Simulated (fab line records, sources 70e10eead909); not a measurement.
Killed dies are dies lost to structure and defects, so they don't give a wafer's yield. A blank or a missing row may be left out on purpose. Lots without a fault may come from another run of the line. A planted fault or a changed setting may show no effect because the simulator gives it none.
Chamber matching | flow nand_harc | NHARC_A_BONDPAD_CMP_29 on cmp-01: 4 sister chambers
The step polishes SiCN, target thk 200 nm. 4 wafers are shown with their chamber, then 10 later ones without.

WAFERS WITH THEIR CHAMBER
wafer  | chamber | motor_current_A (A)
L082.1 | 0       | 11.6
L082.2 | 3       | 10.9
L082.3 | 2       | 12.3
L082.5 | 1       | 11.6

WAFERS WITHOUT THEIR CHAMBER
wafer  | motor_current_A (A)
L082.6 | 12.4
L085.2 | 11.0
L085.3 | 11.9
L085.6 | 12.1
L092.1 | 11.3
L092.2 | 11.9
L092.6 | 11.9
L096.1 | 11.3
L096.2 | 12.2
L096.4 | 12.2

WHICH CHAMBER EACH WENT THROUGH
wafer  | from the rows above          | in truth
L082.6 | 2                            | 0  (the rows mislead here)
L085.2 | 3                            | 3
L085.3 | can't be placed: 0 or 1 or 2 | 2
L085.6 | can't be placed: 2 or 0 or 1 | 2
L092.1 | can't be placed: 0 or 1 or 3 | 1
L092.2 | can't be placed: 0 or 1 or 2 | 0
L092.6 | can't be placed: 0 or 1 or 2 | 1
L096.1 | can't be placed: 0 or 1 or 3 | 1
L096.2 | 2                            | 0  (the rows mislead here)
L096.4 | 2                            | 2
Placed correctly: 2 of 10. Can't be placed from these rows: 6 (the true chamber is among the candidates in 6). Placed wrongly: 2.
How it was worked out, from the rows above alone: a wafer's distance from a chamber is the root of the sum, over the readings, of the square of ((its reading less the chamber's mean) divided by the reading's scatter). The wafer belongs to the nearest chamber; if the next one is less than 2 further off, it can't be placed. A chamber's mean is the mean of its shown wafers. The scatter: with one shown wafer a chamber, the root of the mean of the squares of how far each hidden wafer lies from its nearest shown one.
